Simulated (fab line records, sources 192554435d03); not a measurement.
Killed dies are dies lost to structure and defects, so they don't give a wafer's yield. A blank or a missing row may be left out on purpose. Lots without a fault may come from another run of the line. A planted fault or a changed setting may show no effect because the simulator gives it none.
Chamber matching | flow n5_finfet | N5_BEOL_M11_DESCUM_33 on rie_diel-04: 3 sister chambers
The step chemistry O2, time 7.9 s. 16 wafers are shown with their chamber, then 6 later ones without.

WAFERS WITH THEIR CHAMBER
wafer  | chamber | throttle_valve_pct (%) | showerhead_plenum_p_Torr (Torr) | oes_product_au (a.u.)
L078.1 | 2       | 20.74                  | 1.99                            | 0.72
L078.2 | 1       | 20.52                  | 2.11                            | 0.75
L078.5 | 3       | 19.85                  | 2.12                            | 0.94
L077.2 | 3       | 19.83                  | 2.12                            | 0.94
L077.3 | 2       | 20.75                  | 1.99                            | 0.71
L077.6 | 1       | 20.53                  | 2.11                            | 0.75
L084.2 | 1       | 20.54                  | 2.11                            | 0.74
L084.4 | 3       | 19.84                  | 2.12                            | 0.91
L084.5 | 2       | 20.76                  | 1.98                            | 0.71
L083.4 | 1       | 20.55                  | 2.11                            | 0.74
L083.5 | 2       | 20.75                  | 1.98                            | 0.70
L083.6 | 3       | 19.84                  | 2.12                            | 0.90
L087.1 | 1       | 20.55                  | 2.10                            | 0.73
L087.3 | 3       | 19.87                  | 2.12                            | 0.90
L087.6 | 2       | 20.76                  | 1.98                            | 0.71
L088.1 | 2       | 20.76                  | 1.98                            | 0.71

SIGNATURES (means of the wafers above)
reading                  | chamber 1 | chamber 2 | chamber 3 | scatter within a chamber
throttle_valve_pct       | 20.5380   | 20.7533   | 19.8460   | 0.0122
showerhead_plenum_p_Torr | 2.1080    | 1.9833    | 2.1200    | 0.00405
oes_product_au           | 0.7420    | 0.7100    | 0.9180    | 0.0129
Rule: a wafer's distance from a chamber is the root of the sum, over the readings, of the square of ((its reading less the chamber's mean) divided by the reading's scatter). The wafer belongs to the nearest chamber; if the next one is less than 2 further off, it can't be placed. The scatter: the root of (the sum of the squares of (reading less its chamber's mean) over the shown wafers, divided by (wafers less chambers)).

WAFERS WITHOUT THEIR CHAMBER
wafer  | throttle_valve_pct (%) | showerhead_plenum_p_Torr (Torr) | oes_product_au (a.u.)
L088.6 | 20.55                  | 2.10                            | 0.75
L091.1 | 20.56                  | 2.10                            | 0.74
L091.2 | 20.78                  | 1.98                            | 0.69
L095.4 | 20.80                  | 1.98                            | 0.70
L095.5 | 20.78                  | 1.97                            | 0.69
L095.6 | 20.58                  | 2.10                            | 0.73

WHICH CHAMBER EACH WENT THROUGH
wafer  | from the rows above | in truth
L088.6 | 1                   | 1
L091.1 | 1                   | 1
L091.2 | 2                   | 2
L095.4 | 2                   | 2
L095.5 | 2                   | 2
L095.6 | 1                   | 1
Placed correctly: 6 of 6. Can't be placed from these rows: 0. Placed wrongly: 0.
